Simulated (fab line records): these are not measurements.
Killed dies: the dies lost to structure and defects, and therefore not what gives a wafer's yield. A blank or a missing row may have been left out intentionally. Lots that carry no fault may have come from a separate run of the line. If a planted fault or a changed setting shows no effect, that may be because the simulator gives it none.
Which of the tools did it? / flow nandHarc / 18 wafers sampled from 6 lots at 1 step of a route of 1302

WHAT THE GAUGES READ, wafer by wafer
NHARC_P_ZERO_WELL_CD_MEAS_11: the cd target is 500 nm.
lot=L562; measured=day 2 07:14; on=cdSem-02; cdNm (nm)=500.5 496.2 503.2
lot=L564; measured=day 3 03:14; on=cdSem-01; cdNm (nm)=499.1 499.2 494.6
lot=L566; measured=day 3 23:15; on=cdSem-01; cdNm (nm)=494.5 496.9 499.5
lot=L572; measured=day 6 11:14; on=cdSem-01; cdNm (nm)=499.8 496.7 502.1
lot=L577; measured=day 8 13:07; on=cdSem-01; cdNm (nm)=499.5 501.0 496.9
lot=L584; measured=day 11 11:14; on=cdSem-01; cdNm (nm)=495.9 495.3 495.6

EACH LOT AND THE TOOL THAT RAN IT (in order: tool; ch and the chambers of the sampled wafers; start)
Before these readings, the record contains no process step.

THE ANSWER, worked out from the rows above alone
Rule: the lots themselves supply what counts as usual. The widest of any qualifying gaps counts: lots, ordered by their means at a reading, are off when they make up no more than a third of the lots, leave a main group of 4 or more, and stand apart from it by 3 or more times the standard deviation of that group's means. The tables above print the reading to a certain number of digits; a main group whose means all agree to those digits is not used. A lot without any number at a reading at which 4 lots or more have one is off too. Where the step has rows for the other lots, those lots are counted as sound.
Nothing can be told from this: no lot is off at any reading shown.

WHAT WAS PUT IN BY THE SIMULATOR
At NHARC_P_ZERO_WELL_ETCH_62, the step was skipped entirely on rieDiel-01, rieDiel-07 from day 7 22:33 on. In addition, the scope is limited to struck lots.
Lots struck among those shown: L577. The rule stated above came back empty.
